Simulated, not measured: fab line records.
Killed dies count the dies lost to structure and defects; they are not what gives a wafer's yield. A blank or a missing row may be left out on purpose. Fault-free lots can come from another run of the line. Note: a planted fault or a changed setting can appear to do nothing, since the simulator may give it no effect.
Split-lot study || flow n5Finfet || 7 lots, 39 wafers read, on a route of 1938 steps

THE SPLIT
At N5_GATE_CUT_ALD_22 (deposits SiNx, target thk 16 nm, pulse time 1 s, ald cycles 320), the setting aldCycles was moved away from the recipe's 320 on 15 of the 39 wafers read, by -50.3% to +44.1%. For the rest of the wafers, this setting stayed at what the recipe calls for.

The reading comes from the split's own step.

THE READING
SiNx_of_GATE_CUT_ALD_22.thkNm (the simulator's own value, which no gauge read), in nm, at N5_GATE_CUT_ALD_22 (deposits SiNx, target thk 16 nm, pulse time 1 s, ald cycles 320). No usual value for it is given in the file. Across the 24 wafers here that went through the recipe, the average is 16.0 nm and the standard deviation 0.099 nm.

{"wafer": "L074.3", "tool, chamber at the split": "aldSin-04, 0", "aldCycles as run": 320, "against the recipe": "recipe", "SiNx_of_GATE_CUT_ALD_22.thkNm, nm": 16.2, "against lot-mates on the recipe": "-"}
{"wafer": "L074.6", "tool, chamber at the split": "aldSin-04, 0", "aldCycles as run": 320, "against the recipe": "recipe", "SiNx_of_GATE_CUT_ALD_22.thkNm, nm": 16.2, "against lot-mates on the recipe": "-"}
{"wafer": "L074.5", "tool, chamber at the split": "aldSin-04, 1", "aldCycles as run": 320, "against the recipe": "recipe", "SiNx_of_GATE_CUT_ALD_22.thkNm, nm": 16, "against lot-mates on the recipe": "-"}
{"wafer": "L077.1", "tool, chamber at the split": "aldSin-04, 2,0,1", "aldCycles as run": 195, "against the recipe": "-39.1%", "SiNx_of_GATE_CUT_ALD_22.thkNm, nm": 9.8, "against lot-mates on the recipe": -6.2}
{"wafer": "L077.2", "tool, chamber at the split": "aldSin-04, 2,0,1", "aldCycles as run": 195, "against the recipe": "-39.1%", "SiNx_of_GATE_CUT_ALD_22.thkNm, nm": 9.8, "against lot-mates on the recipe": -6.2}
{"wafer": "L077.4", "tool, chamber at the split": "aldSin-04, 2,0,1", "aldCycles as run": 195, "against the recipe": "-39.1%", "SiNx_of_GATE_CUT_ALD_22.thkNm, nm": 9.8, "against lot-mates on the recipe": -6.2}
{"wafer": "L077.3", "tool, chamber at the split": "aldSin-04, 3,1,0", "aldCycles as run": 320, "against the recipe": "recipe", "SiNx_of_GATE_CUT_ALD_22.thkNm, nm": 16, "against lot-mates on the recipe": "-"}
{"wafer": "L077.5", "tool, chamber at the split": "aldSin-04, 3,1,0", "aldCycles as run": 320, "against the recipe": "recipe", "SiNx_of_GATE_CUT_ALD_22.thkNm, nm": 16, "against lot-mates on the recipe": "-"}
{"wafer": "L077.6", "tool, chamber at the split": "aldSin-04, 3,1,0", "aldCycles as run": 320, "against the recipe": "recipe", "SiNx_of_GATE_CUT_ALD_22.thkNm, nm": 16, "against lot-mates on the recipe": "-"}
{"wafer": "L078.1", "tool, chamber at the split": "aldSin-01, 2,0,3,1,2", "aldCycles as run": 320, "against the recipe": "recipe", "SiNx_of_GATE_CUT_ALD_22.thkNm, nm": 16, "against lot-mates on the recipe": "-"}
{"wafer": "L078.2", "tool, chamber at the split": "aldSin-01, 2,0,3,1,2", "aldCycles as run": 320, "against the recipe": "recipe", "SiNx_of_GATE_CUT_ALD_22.thkNm, nm": 16, "against lot-mates on the recipe": "-"}
{"wafer": "L078.3", "tool, chamber at the split": "aldSin-01, 2,0,3,1,2", "aldCycles as run": 320, "against the recipe": "recipe", "SiNx_of_GATE_CUT_ALD_22.thkNm, nm": 16, "against lot-mates on the recipe": "-"}
{"wafer": "L078.4", "tool, chamber at the split": "aldSin-01, 2,0,3,1,2", "aldCycles as run": 320, "against the recipe": "recipe", "SiNx_of_GATE_CUT_ALD_22.thkNm, nm": 16, "against lot-mates on the recipe": "-"}
{"wafer": "L078.6", "tool, chamber at the split": "aldSin-01, 2,0,3,1,2", "aldCycles as run": 320, "against the recipe": "recipe", "SiNx_of_GATE_CUT_ALD_22.thkNm, nm": 16, "against lot-mates on the recipe": "-"}
{"wafer": "L078.5", "tool, chamber at the split": "aldSin-01, 1", "aldCycles as run": 320, "against the recipe": "recipe", "SiNx_of_GATE_CUT_ALD_22.thkNm, nm": 15.8, "against lot-mates on the recipe": "-"}
{"wafer": "L081.1", "tool, chamber at the split": "aldSin-01, 1,0,3", "aldCycles as run": 320, "against the recipe": "recipe", "SiNx_of_GATE_CUT_ALD_22.thkNm, nm": 16, "against lot-mates on the recipe": "-"}
{"wafer": "L081.2", "tool, chamber at the split": "aldSin-01, 1,0,3", "aldCycles as run": 320, "against the recipe": "recipe", "SiNx_of_GATE_CUT_ALD_22.thkNm, nm": 16, "against lot-mates on the recipe": "-"}
{"wafer": "L081.3", "tool, chamber at the split": "aldSin-01, 1,0,3", "aldCycles as run": 320, "against the recipe": "recipe", "SiNx_of_GATE_CUT_ALD_22.thkNm, nm": 16, "against lot-mates on the recipe": "-"}
{"wafer": "L081.4", "tool, chamber at the split": "aldSin-01, 2,0", "aldCycles as run": 403, "against the recipe": "+25.9%", "SiNx_of_GATE_CUT_ALD_22.thkNm, nm": 20.2, "against lot-mates on the recipe": "+4.2"}
{"wafer": "L081.6", "tool, chamber at the split": "aldSin-01, 2,0", "aldCycles as run": 403, "against the recipe": "+25.9%", "SiNx_of_GATE_CUT_ALD_22.thkNm, nm": 20.2, "against lot-mates on the recipe": "+4.2"}
{"wafer": "L081.5", "tool, chamber at the split": "aldSin-01, 3", "aldCycles as run": 403, "against the recipe": "+25.9%", "SiNx_of_GATE_CUT_ALD_22.thkNm, nm": 20, "against lot-mates on the recipe": "+4.0"}
{"wafer": "L086.1", "tool, chamber at the split": "aldSin-01, 0,3,1", "aldCycles as run": 159, "against the recipe": "-50.3%", "SiNx_of_GATE_CUT_ALD_22.thkNm, nm": 7.8, "against lot-mates on the recipe": -8.1}
{"wafer": "L086.2", "tool, chamber at the split": "aldSin-01, 0,3,1", "aldCycles as run": 159, "against the recipe": "-50.3%", "SiNx_of_GATE_CUT_ALD_22.thkNm, nm": 7.8, "against lot-mates on the recipe": -8.1}
{"wafer": "L086.6", "tool, chamber at the split": "aldSin-01, 0,3,1", "aldCycles as run": 159, "against the recipe": "-50.3%", "SiNx_of_GATE_CUT_ALD_22.thkNm, nm": 7.8, "against lot-mates on the recipe": -8.1}
{"wafer": "L086.3", "tool, chamber at the split": "aldSin-01, 2,1", "aldCycles as run": 320, "against the recipe": "recipe", "SiNx_of_GATE_CUT_ALD_22.thkNm, nm": 15.8, "against lot-mates on the recipe": "-"}
{"wafer": "L086.4", "tool, chamber at the split": "aldSin-01, 2,1", "aldCycles as run": 320, "against the recipe": "recipe", "SiNx_of_GATE_CUT_ALD_22.thkNm, nm": 15.8, "against lot-mates on the recipe": "-"}
{"wafer": "L086.5", "tool, chamber at the split": "aldSin-01, 0", "aldCycles as run": 320, "against the recipe": "recipe", "SiNx_of_GATE_CUT_ALD_22.thkNm, nm": 16, "against lot-mates on the recipe": "-"}
{"wafer": "L087.1", "tool, chamber at the split": "aldSin-01, 3,1", "aldCycles as run": 320, "against the recipe": "recipe", "SiNx_of_GATE_CUT_ALD_22.thkNm, nm": 16, "against lot-mates on the recipe": "-"}
{"wafer": "L087.4", "tool, chamber at the split": "aldSin-01, 3,1", "aldCycles as run": 320, "against the recipe": "recipe", "SiNx_of_GATE_CUT_ALD_22.thkNm, nm": 16, "against lot-mates on the recipe": "-"}
{"wafer": "L087.2", "tool, chamber at the split": "aldSin-01, 2", "aldCycles as run": 320, "against the recipe": "recipe", "SiNx_of_GATE_CUT_ALD_22.thkNm, nm": 15.8, "against lot-mates on the recipe": "-"}
{"wafer": "L087.3", "tool, chamber at the split": "aldSin-01, 0,1,2", "aldCycles as run": 461, "against the recipe": "+44.1%", "SiNx_of_GATE_CUT_ALD_22.thkNm, nm": 23, "against lot-mates on the recipe": "+7.1"}
{"wafer": "L087.5", "tool, chamber at the split": "aldSin-01, 0,1,2", "aldCycles as run": 461, "against the recipe": "+44.1%", "SiNx_of_GATE_CUT_ALD_22.thkNm, nm": 23, "against lot-mates on the recipe": "+7.1"}
{"wafer": "L087.6", "tool, chamber at the split": "aldSin-01, 0,1,2", "aldCycles as run": 461, "against the recipe": "+44.1%", "SiNx_of_GATE_CUT_ALD_22.thkNm, nm": 23, "against lot-mates on the recipe": "+7.1"}
{"wafer": "L093.1", "tool, chamber at the split": "aldSin-04, 2,1,0", "aldCycles as run": 320, "against the recipe": "recipe", "SiNx_of_GATE_CUT_ALD_22.thkNm, nm": 16, "against lot-mates on the recipe": "-"}
{"wafer": "L093.4", "tool, chamber at the split": "aldSin-04, 2,1,0", "aldCycles as run": 320, "against the recipe": "recipe", "SiNx_of_GATE_CUT_ALD_22.thkNm, nm": 16, "against lot-mates on the recipe": "-"}
{"wafer": "L093.6", "tool, chamber at the split": "aldSin-04, 2,1,0", "aldCycles as run": 320, "against the recipe": "recipe", "SiNx_of_GATE_CUT_ALD_22.thkNm, nm": 16, "against lot-mates on the recipe": "-"}
{"wafer": "L093.2", "tool, chamber at the split": "aldSin-04, 3,0,3", "aldCycles as run": 453, "against the recipe": "+41.6%", "SiNx_of_GATE_CUT_ALD_22.thkNm, nm": 22.6, "against lot-mates on the recipe": "+6.6"}
{"wafer": "L093.3", "tool, chamber at the split": "aldSin-04, 3,0,3", "aldCycles as run": 453, "against the recipe": "+41.6%", "SiNx_of_GATE_CUT_ALD_22.thkNm, nm": 22.6, "against lot-mates on the recipe": "+6.6"}
{"wafer": "L093.5", "tool, chamber at the split": "aldSin-04, 3,0,3", "aldCycles as run": 453, "against the recipe": "+41.6%", "SiNx_of_GATE_CUT_ALD_22.thkNm, nm": 22.6, "against lot-mates on the recipe": "+6.6"}
When a row names more than one chamber, that row covers several wafers, and the file does not tell which wafer ran in which chamber.

FIT RESULTS
A straight line over all 39 wafers: SiNx_of_GATE_CUT_ALD_22.thkNm changes by +0.16 nm for each +1% of aldCycles; r = +1.00; the points scatter about the line by 0.094 nm.
The same after taking each lot's own level away (the mean of its wafers on the recipe; 39 wafers): +0.16 nm for each +1%; r = +1.00; scatter 0.065 nm.
On that fit, the largest move of aldCycles shifts the reading by 8 nm.
Across the lots, their own levels run from 15.87 to 16.13 nm, a range of 2.7 times the standard deviation given above.
The two slopes are in agreement: the lot-to-lot level therefore moves the slope only a little.
Check: with one of the wafers moved furthest among these (-50.3%) left out of the fit, the line predicts -8.03 nm for it against its lot-mates. It came out at -8.07 nm against them.

THE OTHER SPLITS THESE WAFERS WENT THROUGH
Note: prior to the reading, these wafers also went through further splits. Each is held against what the fit with the lots' levels taken away leaves over:
{"other split on the same wafers": "N5_FIN_SAQP_HM_DEP_72 timeS", "wafers away from the commonest value": 15, "r with SiNx_of_GATE_CUT_ALD_22.thkNm (lot level and that fit taken away)": -0.20}

THE WHOLE CHAIN: every reading that the file lists as answering this split, in the file's order
{"step": "N5_GATE_CUT_ALD_22", "what it does": "deposits SiNx, target thk 16 nm, pulse time 1 s, ald cycles 320", "reading": "SiNx_of_GATE_CUT_ALD_22.thkNm (the simulator's own value, which no gauge read)", "change (the file's fit)": "+0.16 nm for each +1% of the setting", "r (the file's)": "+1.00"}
{"step": "N5_GATE_CUT_CMP_23", "what it does": "polishes, stops on SiO2, t overpolish 23.4 s, target thk 16 nm", "reading": "timeToEndpointS", "change (the file's fit)": "withheld for each +1% of the setting", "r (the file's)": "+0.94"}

THE FILE'S OWN FIT
SiNx_of_GATE_CUT_ALD_22.thkNm changes by +0.16 nm for each +1% of aldCycles, r = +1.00.
